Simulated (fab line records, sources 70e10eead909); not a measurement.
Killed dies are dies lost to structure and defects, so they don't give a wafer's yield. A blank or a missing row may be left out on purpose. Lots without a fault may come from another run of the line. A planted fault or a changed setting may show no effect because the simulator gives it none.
Which tool did it? | flow nand_harc | 6 lots, 18 wafers sampled, at 1 step of a route of 1159

WHAT THE GAUGES READ, wafer by wafer
NHARC_A_SLIT_INSPECT_11.
lot  | measured     | on                | raw_defect_count
L703 | day 14 15:40 | defect_inspect-02 | 9 6 5
L708 | day 15 10:49 | defect_inspect-01 | 8 9 11
L717 | day 17 10:10 | defect_inspect-01 | 53 40 40
L716 | day 18 09:17 | defect_inspect-02 | 33 36 32
L722 | day 19 00:58 | defect_inspect-02 | 39 35 39
L725 | day 19 21:21 | defect_inspect-01 | 26 18 20

WHICH TOOL RAN EACH LOT (tool, then ch and the chambers of the sampled wafers, then the start)
The record holds no process step before these readings.

THE ANSWER, worked out from the rows above alone
Rule: what is usual is taken from the lots themselves. Put in order of their means at a reading, lots are off if they are a third of the lots or fewer, leave a main group of 4 or more, and stand apart from it by a gap of 3 or more times the standard deviation of the main group's means; of several such gaps the widest counts. A main group whose means are all the same, to the digits that the tables above print for the reading, isn't used. A lot without any number at a reading at which 4 lots or more have one is off too. The other lots that the step has rows for count as sound.
No lot is off at any reading shown: from this, nothing can be told.

WHAT THE SIMULATOR HAD PUT IN
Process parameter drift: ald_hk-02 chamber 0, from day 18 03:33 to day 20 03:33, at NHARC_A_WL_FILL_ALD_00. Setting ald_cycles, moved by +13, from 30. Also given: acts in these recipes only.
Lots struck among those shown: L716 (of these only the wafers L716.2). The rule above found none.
